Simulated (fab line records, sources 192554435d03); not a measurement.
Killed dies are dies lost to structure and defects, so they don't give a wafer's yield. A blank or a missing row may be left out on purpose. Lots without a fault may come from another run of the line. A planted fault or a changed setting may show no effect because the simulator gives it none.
Which tool did it? | flow n5_finfet | 24 lots, 72 wafers sampled, at 5 steps of a route of 1938

WHAT THE GAUGES READ, wafer by wafer
N5_SDB_OVL_MEAS_12.
lot  | measured     | on         | SDB_OVL (nm)
L074 | day 3 18:13  | overlay-02 | -0.4 0.1 -0.4
L075 | day 4 00:19  | overlay-02 | -0.6 2.0 0.8
L076 | day 4 08:48  | overlay-01 | 0.1 -0.5 -0.1
L077 | day 4 13:37  | overlay-02 | 0.4 -0.4 1.0
L078 | day 4 16:15  | overlay-02 | -0.8 1.0 0.8
L079 | day 5 01:43  | overlay-02 | 0.7 -0.6 0.9
L080 | day 5 10:27  | overlay-01 | 0.1 -1.0 -0.7
L081 | day 5 11:08  | overlay-01 | 0.8 -0.6 -0.7
L082 | day 5 18:58  | overlay-01 | -0.6 -1.1 -1.0
L083 | day 6 01:23  | overlay-01 | 0.4 0.3 0.8
L084 | day 6 07:01  | overlay-01 | 0.8 0.1 0.9
L086 | day 6 19:25  | overlay-02 | 1.1 0.0 1.1
L085 | day 6 21:32  | overlay-02 | 0.1 -1.6 -0.7
L087 | day 7 04:04  | overlay-01 | -0.8 -0.3 0.0
L088 | day 7 14:41  | overlay-02 | -0.8 0.0 -0.7
L089 | day 7 14:23  | overlay-01 | -1.5 0.3 0.2
L090 | day 7 19:23  | overlay-01 | 0.6 0.3 0.9
L091 | day 8 02:17  | overlay-02 | 0.7 -0.9 0.8
L092 | day 8 05:42  | overlay-02 | 0.5 -0.2 -0.9
L093 | day 8 14:43  | overlay-02 | -0.9 0.4 0.7
L094 | day 8 18:08  | overlay-01 | -0.5 0.1 0.2
L095 | day 9 01:49  | overlay-02 | 0.1 -0.5 -0.2
L096 | day 9 07:38  | overlay-01 | 0.3 0.2 -0.7
L097 | day 10 07:08 | overlay-02 | 0.4 0.2 -0.4

N5_HKMG_FIN_CD_MEAS_49: target cd 202 nm.
lot  | measured     | on        | cd_nm (nm)
L074 | day 3 23:43  | cd_sem-01 | 201.9 202.1 201.6
L075 | day 4 06:30  | cd_sem-02 | 202.0 201.5 201.7
L076 | day 4 14:46  | cd_sem-01 | 200.7 201.4 201.8
L077 | day 4 19:13  | cd_sem-03 | 202.7 201.5 202.6
L078 | day 4 22:04  | cd_sem-01 | 201.9 201.8 201.9
L079 | day 5 07:22  | cd_sem-02 | 201.7 202.3 202.2
L080 | day 5 16:21  | cd_sem-02 | 201.8 202.4 202.7
L081 | day 5 17:07  | cd_sem-01 | 201.8 201.0 201.2
L082 | day 6 00:24  | cd_sem-01 | 202.5 201.9 201.7
L083 | day 6 07:13  | cd_sem-03 | 203.0 203.1 203.0
L084 | day 6 12:30  | cd_sem-03 | 202.1 202.3 201.8
L086 | day 7 01:00  | cd_sem-02 | 202.5 202.8 203.0
L085 | day 7 02:52  | cd_sem-02 | 200.9 201.3 201.8
L087 | day 7 09:23  | cd_sem-02 | 202.9 202.4 201.9
L088 | day 7 20:34  | cd_sem-01 | 202.3 202.8 202.6
L089 | day 7 19:53  | cd_sem-01 | 202.3 203.2 202.0
L090 | day 8 00:55  | cd_sem-01 | 202.3 202.0 201.8
L091 | day 8 07:44  | cd_sem-03 | 202.0 201.9 202.5
L092 | day 8 11:17  | cd_sem-01 | 202.1 202.4 202.4
L093 | day 8 20:43  | cd_sem-03 | 202.3 202.3 202.7
L094 | day 8 23:56  | cd_sem-01 | 202.5 202.1 202.4
L095 | day 9 07:53  | cd_sem-03 | 203.6 202.7 203.0
L096 | day 9 13:39  | cd_sem-01 | 203.3 202.4 202.5
L097 | day 10 12:43 | cd_sem-02 | 203.3 203.3 202.2

WHICH TOOL RAN EACH LOT (tool, then ch and the chambers of the sampled wafers, then the start)
lot  | N5_SD_EPI_N_ETCH_45               | N5_ILD0_ALD_15                   | N5_SDB_CUT_ETCH_26
L074 | rie_diel-03 ch 0,2,3, day 3 02:55 | ald_sin-03 ch 2,3, day 3 15:11   | rie_si-03 ch 0,1, day 3 18:53
L075 | rie_diel-04 ch 2,3, day 3 07:05   | ald_sin-01 ch 1,3, day 3 21:25   | rie_si-05 ch 1,3, day 4 01:42
L076 | rie_diel-03 ch 1,2,3, day 3 15:01 | ald_sin-01 ch 2,3, day 4 05:46   | rie_si-03 ch 0,1, day 4 09:59
L077 | rie_diel-04 ch 2,3, day 3 19:40   | ald_sin-01 ch 0,2,3, day 4 10:34 | rie_si-03 ch 1,2,3, day 4 14:26
L078 | rie_diel-04 ch 0,1,2, day 4 00:13 | ald_sin-04 ch 1,2,3, day 4 13:20 | rie_si-05 ch 2,3, day 4 16:55
L079 | rie_diel-01 ch 0,1,2, day 4 09:49 | ald_sin-01 ch 0,1,3, day 4 23:46 | rie_si-03 ch 1,2,3, day 5 02:23
L080 | rie_diel-03 ch 0,3, day 4 18:56   | ald_sin-04 ch 2,3, day 5 07:32   | rie_si-03 ch 0,2,3, day 5 11:24
L081 | rie_diel-01 ch 0,1, day 4 19:28   | ald_sin-01 ch 0,1, day 5 08:13   | rie_si-03 ch 0,1,2, day 5 11:58
L082 | rie_diel-04 ch 0,2,3, day 5 03:20 | ald_sin-04 ch 0,1, day 5 15:55   | rie_si-04 ch 0,2,3, day 5 19:38
L083 | rie_diel-01 ch 0,3, day 5 09:25   | ald_sin-01 ch 1,3, day 5 22:28   | rie_si-03 ch 1,2, day 6 02:16
L084 | rie_diel-04 ch 0,2,3, day 5 15:46 | ald_sin-01 ch 0,1, day 6 03:58   | rie_si-04 ch 1,2,3, day 6 07:44
L086 | rie_diel-03 ch 0,1,3, day 6 02:16 | ald_sin-01 ch 1,3, day 6 16:23   | rie_si-05 ch 0,1, day 6 20:13
L085 | rie_diel-03 ch 1,3, day 6 05:01   | ald_sin-03 ch 2,3, day 6 17:25   | rie_si-03 ch 1,2, day 6 22:12
L087 | rie_diel-03 ch 0,1,3, day 6 12:20 | ald_sin-01 ch 0,1,2, day 7 01:01 | rie_si-05 ch 2,3, day 7 04:44
L088 | rie_diel-04 ch 1,2, day 6 20:26   | ald_sin-04 ch 0,2,3, day 7 11:39 | rie_si-05 ch 0,2, day 7 15:48
L089 | rie_diel-01 ch 2,3, day 6 21:43   | ald_sin-01 ch 1,2,3, day 7 11:19 | rie_si-03 ch 2,3, day 7 15:07
L090 | rie_diel-04 ch 0,1,2, day 7 02:23 | ald_sin-01 ch 0,2,3, day 7 16:21 | rie_si-05 ch 2,3, day 7 20:04
L091 | rie_diel-03 ch 0,1,3, day 7 10:46 | ald_sin-01 ch 0,1,2, day 7 23:22 | rie_si-05 ch 0,2,3, day 8 02:57
L092 | rie_diel-01 ch 1,2,3, day 7 12:29 | ald_sin-03 ch 0,1,3, day 8 02:40 | rie_si-03 ch 0,2,3, day 8 06:28
L093 | rie_diel-03 ch 2,3, day 7 23:20   | ald_sin-03 ch 0,2,3, day 8 11:40 | rie_si-04 ch 0,1,2, day 8 15:43
L094 | rie_diel-03 ch 1,3, day 8 01:05   | ald_sin-01 ch 0,2,3, day 8 15:06 | rie_si-05 ch 0,1, day 8 18:58
L095 | rie_diel-03 ch 1,2, day 8 08:07   | ald_sin-01 ch 0,1,2, day 8 22:54 | rie_si-04 ch 1,2, day 9 02:59
L096 | rie_diel-04 ch 0,1,2, day 8 16:32 | ald_sin-03 ch 0,1,2, day 9 04:43 | rie_si-03 ch 1,3, day 9 08:38
L097 | rie_diel-03 ch 0,1,2, day 8 23:02 | ald_sin-03 ch 0,1, day 10 04:10  | rie_si-04 ch 2,3, day 10 07:49
- N5_SD_EPI_N_ETCH_45: etches SiOCN in CH3F/O2, target depth 6 nm.
- N5_ILD0_ALD_15: deposits SiNx, target thk 24 nm, pulse time 1 s, ald cycles 480.
- N5_SDB_CUT_ETCH_26: etches Si in HBr/Cl2/O2, target depth 129.6 nm, bt time 20 s, time 51.8 s.

WHAT THE TOOLS THEMSELVES READ (means of the sampled wafers that have a number; where no wafer has one, the mark that the record gives instead)
N5_SD_EPI_N_ETCH_45.
lot  | tool        | chamber_pressure_mTorr (mTorr) | drypump_motor_current_A (A) | oes_product_au (a.u.) | rf_vpp_V (V) | showerhead_plenum_p_Torr (Torr) | throttle_valve_pct (%)
L074 | rie_diel-03 | 15.004                         | 5.2                         | 0.74                  | 127.7        | 1.98                            | 23.38
L075 | rie_diel-04 | 15.002                         | 6.1                         | 0.80                  | 127.1        | 1.98                            | 23.20
L076 | rie_diel-03 | 15.009                         | 5.6                         | 0.81                  | 127.7        | 2.04                            | 23.41
L077 | rie_diel-04 | 14.999                         | 6.1                         | 0.80                  | 127.0        | 1.98                            | 23.20
L078 | rie_diel-04 | 14.989                         | 5.5                         | 0.84                  | 127.3        | 1.95                            | 23.16
L079 | rie_diel-01 | 15.002                         | 5.4                         | 0.84                  | 127.0        | 2.01                            | 23.29
L080 | rie_diel-03 | 15.003                         | 5.0                         | 0.73                  | 127.4        | 2.03                            | 23.47
L081 | rie_diel-01 | 15.001                         | 5.3                         | 0.91                  | 128.1        | 2.09                            | 23.23
L082 | rie_diel-04 | 14.982                         | 5.8                         | 0.82                  | 127.4        | 1.96                            | 23.28
L083 | rie_diel-01 | 14.992                         | 6.0                         | 0.93                  | 128.4        | 1.98                            | 23.30
L084 | rie_diel-04 | 15.006                         | 5.8                         | 0.81                  | 126.8        | 1.96                            | 23.29
L086 | rie_diel-03 | 14.998                         | 5.6                         | 0.78                  | 127.8        | 2.05                            | 23.35
L085 | rie_diel-03 | 15.001                         | 5.4                         | 0.79                  | 128.5        | 2.09                            | 23.50
L087 | rie_diel-03 | 15.014                         | 5.6                         | 0.77                  | 129.0        | 2.05                            | 23.37
L088 | rie_diel-04 | 14.998                         | 5.4                         | 0.89                  | 128.4        | 2.09                            | 22.98
L089 | rie_diel-01 | 14.998                         | 5.6                         | 0.94                  | 127.4        | 2.07                            | 23.26
L090 | rie_diel-04 | 15.008                         | 5.5                         | 0.88                  | 128.3        | 2.03                            | 23.09
L091 | rie_diel-03 | 14.996                         | 5.6                         | 0.76                  | 127.8        | 2.04                            | 23.37
L092 | rie_diel-01 | 14.997                         | 5.6                         | 0.92                  | 128.7        | 2.07                            | 23.29
L093 | rie_diel-03 | 15.006                         | 5.0                         | 0.72                  | 127.3        | 2.01                            | 23.58
L094 | rie_diel-03 | 14.997                         | 5.4                         | 0.77                  | 128.5        | 2.08                            | 23.52
L095 | rie_diel-03 | 15.000                         | 6.1                         | 0.82                  | 127.7        | 2.04                            | 23.33
L096 | rie_diel-04 | 15.002                         | 5.5                         | 0.86                  | 127.1        | 2.02                            | 23.10
L097 | rie_diel-03 | 14.990                         | 5.8                         | 0.85                  | 126.9        | 1.99                            | 23.24

N5_ILD0_ALD_15.
lot  | tool       | heater_power_w (W) | precursor_pulse_height_rel
L074 | ald_sin-03 | 903                | 1.025
L075 | ald_sin-01 | 821                | 0.985
L076 | ald_sin-01 | 971                | 0.988
L077 | ald_sin-01 | 922                | 1.006
L078 | ald_sin-04 | 881                | 1.013
L079 | ald_sin-01 | 837                | 0.998
L080 | ald_sin-04 | 897                | 1.006
L081 | ald_sin-01 | 768                | 1.021
L082 | ald_sin-04 | 837                | 1.001
L083 | ald_sin-01 | 870                | 0.999
L084 | ald_sin-01 | 767                | 0.979
L086 | ald_sin-01 | 800                | 0.988
L085 | ald_sin-03 | 897                | 1.006
L087 | ald_sin-01 | 886                | 1.019
L088 | ald_sin-04 | 835                | 1.002
L089 | ald_sin-01 | 929                | 1.001
L090 | ald_sin-01 | 943                | 1.023
L091 | ald_sin-01 | 868                | 0.997
L092 | ald_sin-03 | 797                | 1.007
L093 | ald_sin-03 | 843                | 1.012
L094 | ald_sin-01 | 950                | 0.990
L095 | ald_sin-01 | 893                | 1.021
L096 | ald_sin-03 | 862                | 1.001
L097 | ald_sin-03 | 794                | 0.988

N5_SDB_CUT_ETCH_26.
lot  | tool      | chamber_pressure_mTorr (mTorr) | drypump_motor_current_A (A) | mfc_cl2_sccm (sccm) | oes_product_au (a.u.) | throttle_valve_pct (%)
L074 | rie_si-03 | 10.000                         | 5.5                         | 80.26               | 0.991                 | 37.24
L075 | rie_si-05 | 9.995                          | 5.3                         | 80.26               | 1.005                 | 37.45
L076 | rie_si-03 | 10.002                         | 5.3                         | 80.01               | 0.995                 | 37.14
L077 | rie_si-03 | 9.995                          | 5.5                         | 80.04               | 0.990                 | 36.96
L078 | rie_si-05 | 9.995                          | 5.4                         | 79.98               | 1.002                 | 37.43
L079 | rie_si-03 | 9.993                          | 5.5                         | 79.89               | 0.994                 | 36.95
L080 | rie_si-03 | 10.006                         | 5.3                         | 80.30               | 0.994                 | 36.88
L081 | rie_si-03 | 10.002                         | 5.6                         | 79.87               | 0.999                 | 37.10
L082 | rie_si-04 | 9.991                          | 5.6                         | 80.05               | 0.996                 | 37.13
L083 | rie_si-03 | 9.997                          | 6.0                         | 79.94               | 1.007                 | 37.06
L084 | rie_si-04 | 9.988                          | 5.6                         | 80.20               | 1.001                 | 37.07
L086 | rie_si-05 | 10.004                         | 5.4                         | 80.10               | 1.013                 | 37.42
L085 | rie_si-03 | 10.011                         | 5.9                         | 80.18               | 1.006                 | 37.05
L087 | rie_si-05 | 9.998                          | 5.4                         | 79.92               | 1.001                 | 37.44
L088 | rie_si-05 | 10.006                         | 5.5                         | 79.97               | 1.010                 | 37.36
L089 | rie_si-03 | 9.999                          | 5.2                         | 80.05               | 0.994                 | 36.74
L090 | rie_si-05 | 10.000                         | 5.4                         | 79.77               | 1.002                 | 37.43
L091 | rie_si-05 | 10.003                         | 5.4                         | 80.20               | 1.003                 | 37.42
L092 | rie_si-03 | 10.004                         | 5.3                         | 80.03               | 0.999                 | 36.88
L093 | rie_si-04 | 9.996                          | 5.7                         | 80.09               | 1.013                 | 37.08
L094 | rie_si-05 | 9.991                          | 5.4                         | 80.05               | 1.016                 | 37.42
L095 | rie_si-04 | 9.989                          | 5.7                         | 79.85               | 1.021                 | 37.02
L096 | rie_si-03 | 10.003                         | 5.3                         | 79.98               | 0.991                 | 37.09
L097 | rie_si-04 | 9.997                          | 5.6                         | 79.95               | 0.988                 | 37.13

THE ANSWER, worked out from the rows above alone
Rule: what is usual is taken from the lots themselves. Put in order of their means at a reading, lots are off if they are a third of the lots or fewer, leave a main group of 4 or more, and stand apart from it by a gap of 3 or more times the standard deviation of the main group's means; of several such gaps the widest counts. A main group whose means are all the same, to the digits that the tables above print for the reading, isn't used. A lot without any number at a reading at which 4 lots or more have one is off too. The other lots that the step has rows for count as sound. The gauges are gone through in route order, then the tools' own readings, and for those a lot's mean is taken as printed above. The first step at which some lot is off is used, and at that step the reading that is off furthest; a lot without a number counts as furthest.
No lot is off at any reading shown: from this, nothing can be told.

WHAT THE SIMULATOR HAD PUT IN
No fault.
